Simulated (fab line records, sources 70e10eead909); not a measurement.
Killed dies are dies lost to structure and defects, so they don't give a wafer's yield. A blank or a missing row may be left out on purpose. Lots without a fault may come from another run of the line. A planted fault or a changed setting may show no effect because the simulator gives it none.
fab line records | flow nand_harc
record lots=14 wafers=42 last_day=33
route steps=1302 shown A_DECK1_JOINT@542 A_ONON_D2@548
lots that met no fault: from a run of the same line without faults
start_h: hours from the record's first day to the start of the lot's first wafer shown | wait_h: hours since the lot's step before | " the same as in the row above | L1.1+2: a row that stands for several wafers | - no value, or no start given | * or withheld: withheld | < > ~ a bound
route shown NAME@n: a module of which the file shows steps, and the number in the route of the first | usual: mean/standard deviation of fault-free wafers | same: alike in all rows | chamber/n: place in a boat | sites: the reading at each site | _std_site: their standard deviation | _edge_site: outer sites' mean less inner sites' | radius_mm: how far each site lies from the wafer's centre | mask NAME#n: copy n | behind: the tool/chamber that last shaped the wafer | hold: why the lot was held/for how many hours/how that ended | device: the transistor (n, p or np) that didn't switch | end of line: the same wafers' tests at the end of the route | a step without rows: its recipe alone | killed: dies lost to structure and defects at the first sort, not the wafer's yield | map: a wafer's dies, x killed, . not, _ none there
set.NAME: the setting as run; set.NAME@STEP: as run at that earlier step | model.NAME: the simulator's own value behind a step, which no gauge read
steps of the route over a sample of lots; a table a step, a row a wafer
services: from which hour (start_h, from the record's first day; less than 0 if before it) a tool's chamber was out of use, for how many hours, and why
## steps
# step NHARC_A_DECK1_JOINT_DEP_16
# recipe target_thk_a=450 temp_c=400 pressure_torr=6.5 rf_w=900 teos_flow_sccm=161.4 flow_sccm=2650 target_thk_nm=45 gas=O2 material=SiO2
# usual heater_power_w=592/140 throttle_valve_pct=15.5/0.44
# columns lot.wafer tool chamber start_h wait_h heater_power_w throttle_valve_pct
L185.1 pecvd-01 2 259.67 0.1 686 16.4
L185.2 " 0 " " 678 15.9
L185.4 " 0 " " 678 15.6
L186.2 pecvd-03 0 278.24 0.1 613 15.4
L186.6 " 0 " " 616 15.6
L186.5 " 1 " " 583 15.9
L187.1 pecvd-02 1 292.20 0.1 731 15.0
L187.2 " 2 " " 384 15.1
L187.5 " 2 " " 381 15.1
L188.2 pecvd-01 1 297.39 0.1 569 15.7
L188.3 " 0 " " 840 15.8
L188.6 " 2 " " 649 16.4
L189.1 pecvd-02 1 309.83 0.1 734 14.9
L189.3 " 0 " " 447 15.4
L189.5 " 1 " " 739 15.2
L191.3 pecvd-02 1 338.15 0.1 831 15.3
L191.1 " 2 " " 400 15.4
L191.5 " 1 " " 858 15.3
L193.1 pecvd-03 1 347.77 0.1 503 15.8
L193.4 " 0 " " 545 16.0
L193.6 " 1 " " 503 15.8
L194.2 pecvd-01 2 370.35 0.1 698 16.1
L194.6 " 0 " " 841 16.4
L194.4 " 2 " " 708 16.1
L195.2 pecvd-03 0 380.58 0.1 543 15.6
L195.3 " 1 " " 487 15.7
L195.5 " 1 " " 513 15.9
L196.2 pecvd-02 0 380.68 0.2 524 15.6
L196.1 " 1 " " 686 15.5
L196.3 " 2 " " 326 15.1
L199.4 pecvd-03 2 416.29 0.2 702 15.2
L199.5 " 0 " " 524 15.7
L199.6 " 1 " " 629 16.2
L200.1 pecvd-01 2 427.75 0.1 754 16.1
L200.3 " 0 " " 748 16.4
L200.6 " 0 " " 764 16.7
L204.3 pecvd-03 1 455.68 0.1 588 15.9
L204.1 " 2 " " 719 15.5
L204.2 " 0 " " 563 15.6
L208.3 pecvd-03 1 498.04 0.1 498 16.0
L208.2 " 0 " " 551 15.4
L208.6 " 2 " " 708 15.3
# step NHARC_A_DECK1_JOINT_INSPECT_05
# usual raw_defect_count=344/140
# columns lot.wafer tool chamber start_h wait_h raw_defect_count
L185.1 defect_inspect-01 - 260.07 0.0 186
L185.2 " - " " 364
L185.4 " - " " 339
L186.2 defect_inspect-02 - 278.59 0.0 238
L186.5 " - " " 413
L186.6 " - " " 257
L187.1 defect_inspect-01 - 292.51 0.0 216
L187.2 " - " " 258
L187.5 " - " " 283
L188.2 defect_inspect-02 - 297.70 0.0 327
L188.3 " - " " 449
L188.6 " - " " 343
L189.1 defect_inspect-01 - 310.15 0.0 291
L189.3 " - " " 361
L189.5 " - " " 870
L191.1 defect_inspect-02 - 338.46 0.0 322
L191.3 " - " " 316
L191.5 " - " " 185
L193.1 defect_inspect-02 - 348.05 0.0 414
L193.4 " - " " 215
L193.6 " - " " 309
L194.2 defect_inspect-01 - 370.60 0.0 162
L194.4 " - " " 350
L194.6 " - " " 248
L195.2 defect_inspect-02 - 380.90 0.0 235
L195.3 " - " " 272
L195.5 " - " " 343
L196.1 defect_inspect-02 - 381.00 0.0 284
L196.2 " - " " 292
L196.3 " - " " 200
L199.4 defect_inspect-01 - 416.52 0.0 263
L199.5 " - " " 672
L199.6 " - " " 428
L200.1 defect_inspect-01 - 428.07 0.0 198
L200.3 " - " " 403
L200.6 " - " " 251
L204.1 defect_inspect-02 - 456.00 0.0 514
L204.2 " - " " 515
L204.3 " - " " 634
L208.2 defect_inspect-01 - 498.35 0.0 241
L208.3 " - " " 316
L208.6 " - " " 269
# step NHARC_A_ONON_D2_THK_MEAS_05
# recipe thk_meas_gauge=ellipsometry
# usual thk_nm=1002/9.9
# columns lot.wafer tool chamber start_h wait_h thk_nm
L185.1 film_metro-02 - 261.21 - 984
L185.2 " - " " 984
L185.4 " - " " 983
L186.2 film_metro-02 - 279.73 - 994
L186.5 " - " " 995
L186.6 " - " " 996
L187.1 film_metro-02 - 293.66 - 1023
L187.2 " - " " 1022
L187.5 " - " " 1022
L188.2 film_metro-02 - 298.85 - 1009
L188.3 " - " " 1009
L188.6 " - " " 1009
L189.1 film_metro-02 - 311.29 - 996
L189.3 " - " " 996
L189.5 " - " " 996
L191.1 film_metro-02 - 339.60 - 1009
L191.3 " - " " 1009
L191.5 " - " " 1008
L193.1 film_metro-01 - 349.20 - 1011
L193.4 " - " " 1013
L193.6 " - " " 1011
L194.2 film_metro-01 - 371.74 - 1001
L194.4 " - " " 1001
L194.6 " - " " 1001
L195.2 film_metro-01 - 382.05 - 1017
L195.3 " - " " 1014
L195.5 " - " " 1017
L196.1 film_metro-01 - 382.17 - 990
L196.2 " - " " 989
L196.3 " - " " 988
L199.4 film_metro-01 - 418.01 - 1010
L199.5 " - " " 1010
L199.6 " - " " 1010
L200.1 film_metro-02 - 429.46 - 994
L200.3 " - " " 992
L200.6 " - " " 992
L204.1 film_metro-02 - 457.14 - 1000
L204.2 " - " " 1002
L204.3 " - " " 1000
L208.2 film_metro-01 - 499.50 - 997
L208.3 " - " " 996
L208.6 " - " " 997
# step NHARC_A_ONON_D2_DEP_22
# recipe target_thk_a=10000 n2_flow_sccm=2750 n2o_flow_sccm=2000 nh3_flow_sccm=500 sih4_flow_sccm=210 temp_c=400
# usual sih4_flow_sccm=209.9/0.66
# columns lot.wafer tool chamber start_h wait_h sih4_flow_sccm
L185.1 pecvd_onon-03 0 272.49 0.1 209.3
L185.2 " 0 " " 209.3
L185.4 " 0 " " 209.7
L186.2 pecvd_onon-04 0 290.30 0.1 210.7
L186.5 " 0 " " 210.9
L186.6 " 0 " " 210.0
L187.1 pecvd_onon-01 0 303.65 0.1 211.4
L187.2 " 0 " " 211.1
L187.5 " 0 " " 209.9
L188.2 pecvd_onon-04 0 309.64 0.1 209.9
L188.3 " 0 " " 210.4
L188.6 " 0 " " 209.9
L189.1 pecvd_onon-03 0 322.72 0.1 209.0
L189.3 " 0 " " 210.1
L189.5 " 0 " " 209.9
L191.1 pecvd_onon-04 0 349.35 0.1 210.8
L191.3 " 0 " " 210.7
L191.5 " 0 " " 210.2
L193.1 pecvd_onon-03 0 358.81 0.1 208.8
L193.4 " 0 " " 209.6
L193.6 " 0 " " 210.3
L194.2 pecvd_onon-01 0 385.33 0.1 210.7
L194.4 " 0 " " 210.4
L194.6 " 0 " " 211.3
L196.1 pecvd_onon-01 0 393.01 0.1 210.0
L196.2 " 0 " " 209.3
L196.3 " 0 " " 210.5
L195.2 pecvd_onon-03 0 393.06 0.1 210.1
L195.3 " 0 " " 210.4
L195.5 " 0 " " 210.5
L199.4 pecvd_onon-01 0 427.65 0.2 211.9
L199.5 " 0 " " 210.4
L199.6 " 0 " " 210.9
L200.1 pecvd_onon-01 0 439.39 0.1 210.5
L200.3 " 0 " " 210.8
L200.6 " 0 " " 210.3
L204.1 pecvd_onon-01 0 466.97 0.1 209.9
L204.2 " 0 " " 209.2
L204.3 " 0 " " 210.2
L208.2 pecvd_onon-03 0 509.14 0.1 208.4
L208.3 " 0 " " 209.5
L208.6 " 0 " " 209.1
# step NHARC_A_ONON_D2_THK_MEAS_24
# recipe thk_meas_gauge=ellipsometry
# usual thk_nm=1003/9.4
# columns lot.wafer tool chamber start_h wait_h thk_nm
L185.1 film_metro-01 - 273.00 - 1014
L185.2 " - " " 1015
L185.4 " - " " 1015
L186.2 film_metro-02 - 290.75 - 1013
L186.5 " - " " 1014
L186.6 " - " " 1014
L187.1 film_metro-02 - 304.16 - 998
L187.2 " - " " 999
L187.5 " - " " 998
L188.2 film_metro-02 - 310.10 - 1004
L188.3 " - " " 1004
L188.6 " - " " 1002
L189.1 film_metro-01 - 323.23 - 998
L189.3 " - " " 998
L189.5 " - " " 1000
L191.1 film_metro-02 - 349.86 - 986
L191.3 " - " " 988
L191.5 " - " " 986
L193.1 film_metro-02 - 359.33 - 998
L193.4 " - " " 1000
L193.6 " - " " 999
L194.2 film_metro-01 - 385.78 - 1000
L194.4 " - " " 999
L194.6 " - " " 1001
L195.2 film_metro-01 - 393.52 - 1010
L195.3 " - " " 1010
L195.5 " - " " 1009
L196.1 film_metro-02 - 393.52 - 996
L196.2 " - " " 995
L196.3 " - " " 995
L199.4 film_metro-01 - 427.98 - 993
L199.5 " - " " 994
L199.6 " - " " 994
L200.1 film_metro-01 - 439.90 - 939
L200.3 " - " " 938
L200.6 " - " " 938
L204.1 film_metro-02 - 467.48 - 955
L204.2 " - " " 956
L204.3 " - " " 953
L208.2 film_metro-01 - 509.60 - 1007
L208.3 " - " " 1005
L208.6 " - " " 1006
## services
# columns tool chamber start_h hours kind
pecvd-01 0 242.97 6.8 repair
pecvd_onon-01 - 269.54 13.0 pm
pecvd-03 - 279.55 16.2 repair
pecvd-01 0 285.23 3.5 repair
pecvd-01 - 311.00 13.0 pm
pecvd_onon-04 - 311.20 13.0 pm
pecvd_onon-04 - 363.54 1.1 repair
pecvd-03 - 366.00 13.0 pm
pecvd-03 0 366.00 13.0 vent_cycle
pecvd-03 1 366.00 13.0 vent_cycle
pecvd-03 2 366.00 13.0 vent_cycle
pecvd-03 0 379.00 - clean
pecvd-03 1 379.00 - clean
pecvd-02 - 408.05 13.0 pm
pecvd_onon-03 - 408.15 13.0 pm
pecvd-01 1 410.49 4.5 repair
pecvd_onon-03 - 429.41 1.6 repair
pecvd-01 1 438.37 7.3 repair
pecvd-03 2 445.86 5.2 repair
pecvd_onon-01 - 450.54 13.0 pm
pecvd-01 - 486.80 0.7 repair
pecvd-01 - 492.00 13.0 pm
pecvd_onon-04 - 492.20 13.0 pm
pecvd-03 2 500.39 11.2 repair
## key
first_sign step=NHARC_A_ONON_D2_THK_MEAS_24 reading=thk_nm direction=down sigmas=6 usual=1003 struck=947
effect none on later readings
met_at NHARC_A_ONON_D2_DEP_22
struck_lots L200,L204
later_rows_left_out L200.1,L200.3,L200.6,L204.1,L204.2,L204.3
sort_left_out L200.1,L200.3,L200.6,L204.1,L204.2,L204.3
tester_left_out L200,L204
not_acting_at NHARC_A_DECK1_JOINT_DEP_16,NHARC_A_DECK1_JOINT_INSPECT_05,NHARC_A_ONON_D2_THK_MEAS_05
onset_between 427.65 439.39
fault kind=process_parameter_drift tool=pecvd_onon-01 chamber=- onset_h=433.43 steps=NHARC_A_ONON_D2_DEP_22 channel=target_thk_a offset=* shape=step end_h=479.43 acts_in=* stated=*
# tester_left_out: of these lots the tester's yield and bins aren't shown, on N5 and GAA mostly nor the transistor test; their killed dies are dies lost to structure and defects alone, not to doping, threshold or leakage, so they don't give the yield
# sort_left_out: the simulated sort isn't trusted on such a fault, so these wafers' sort isn't shown, and their yield isn't known
# later_rows_left_out: the simulator's readings of these wafers behind a module that went badly wrong aren't trusted and aren't shown, but for the sort
